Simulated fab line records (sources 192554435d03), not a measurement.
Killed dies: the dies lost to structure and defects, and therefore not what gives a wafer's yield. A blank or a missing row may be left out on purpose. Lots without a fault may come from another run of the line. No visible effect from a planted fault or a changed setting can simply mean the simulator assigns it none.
Matching of chambers :: flow n5 finfet :: N5_HKMG_FIN_HK_ALD_01 on ald hk-01 has 4 sister chambers
The step deposits HfO2, target thk 1.6 nm, pulse time 3 s, purge time 3 s. 7 wafers are shown with their chamber, then 7 later ones without.

== WAFERS, EACH WITH ITS CHAMBER ==
wafer: L076.1
chamber: 2
precursor pulse height rel: 0.994

wafer: L085.3
chamber: 0
precursor pulse height rel: 0.986

wafer: L085.6
chamber: 1
precursor pulse height rel: 1.013

wafer: L089.5
chamber: 0
precursor pulse height rel: 1.011

wafer: L089.6
chamber: 3
precursor pulse height rel: 1.020

wafer: L093.2
chamber: 1
precursor pulse height rel: 1.004

wafer: L093.4
chamber: 3
precursor pulse height rel: 1.043

== WAFERS WITH NO CHAMBER GIVEN ==
wafer: L093.5
precursor pulse height rel: 1.042

wafer: L095.1
precursor pulse height rel: 1.030

wafer: L095.3
precursor pulse height rel: 0.980

wafer: L095.4
precursor pulse height rel: 0.989

wafer: L097.2
precursor pulse height rel: 1.020

wafer: L097.5
precursor pulse height rel: 1.005

wafer: L097.6
precursor pulse height rel: 0.977

== WHICH CHAMBER EACH WENT THROUGH ==
wafer: L093.5
from the rows above: can't be placed: 3 or 1
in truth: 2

wafer: L095.1
from the rows above: can't be placed: 3 or 1
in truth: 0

wafer: L095.3
from the rows above: can't be placed: 2 or 0 or 1
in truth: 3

wafer: L095.4
from the rows above: can't be placed: 2 or 0 or 1
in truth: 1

wafer: L097.2
from the rows above: can't be placed: 3 or 1 or 0 or 2
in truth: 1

wafer: L097.5
from the rows above: can't be placed: 1 or 0 or 2 or 3
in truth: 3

wafer: L097.6
from the rows above: can't be placed: 2 or 0 or 1
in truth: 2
Correct placement for 0 of the 7. From these rows, 7 cannot be placed; in 4 the true chamber is one of the candidates. Placed wrongly: 0.
How it was worked out, from the rows above alone: a wafer's distance from a chamber is the root of the sum, over the readings, of the square of ((its reading less the chamber's mean) divided by the reading's scatter). The wafer belongs to the nearest chamber; if the next one is less than 2 further off, it can't be placed. A chamber's mean is the mean of its shown wafers. The scatter: take each reading less its chamber's mean, square it, sum over the shown wafers, divide by the number of wafers less the number of chambers, and take the root.
